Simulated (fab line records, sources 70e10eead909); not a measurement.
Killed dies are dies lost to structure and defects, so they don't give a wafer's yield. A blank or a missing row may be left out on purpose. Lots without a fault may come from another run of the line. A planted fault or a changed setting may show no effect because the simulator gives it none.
Chamber matching | flow nand_harc | NHARC_A_BONDPAD_ETCH_24 on rie_diel-01: 4 sister chambers
The step etches the open film in CF4/N2, target depth 30 nm, time 72.99 s. 8 wafers are shown with their chamber, then 6 later ones without.

WAFERS WITH THEIR CHAMBER
wafer  | chamber | drypump_motor_current_A (A) | run_length_s (s)
L608.4 | 0       | 5.1                         | 94.4
L607.6 | 3       | 5.3                         | 94.5
L606.6 | 0       | 5.1                         | 94.4
L611.1 | 3       | 5.3                         | 93.9
L611.2 | 2       | 5.2                         | 94.9
L611.4 | 1       | 6.4                         | 94.7
L613.3 | 2       | 5.2                         | 94.8
L613.4 | 1       | 6.3                         | 95.0

WAFERS WITHOUT THEIR CHAMBER
wafer  | drypump_motor_current_A (A) | run_length_s (s)
L613.6 | 6.3                         | 94.7
L614.1 | 5.1                         | 94.4
L614.2 | 5.3                         | 94.3
L614.3 | 6.3                         | 95.4
L619.3 | 6.3                         | 94.7
L619.5 | 5.2                         | 94.5

WHICH CHAMBER EACH WENT THROUGH
wafer  | from the rows above          | in truth
L613.6 | 1                            | 1
L614.1 | 0                            | 0
L614.2 | 3                            | 3
L614.3 | 1                            | 1
L619.3 | 1                            | 1
L619.5 | can't be placed: 2 or 0 or 3 | 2
Placed correctly: 5 of 6. Can't be placed from these rows: 1 (the true chamber is among the candidates in 1). Placed wrongly: 0.
How it was worked out, from the rows above alone: a wafer's distance from a chamber is the root of the sum, over the readings, of the square of ((its reading less the chamber's mean) divided by the reading's scatter). The wafer belongs to the nearest chamber; if the next one is less than 2 further off, it can't be placed. A chamber's mean is the mean of its shown wafers. The scatter: the root of (the sum of the squares of (reading less its chamber's mean) over the shown wafers, divided by (wafers less chambers)).
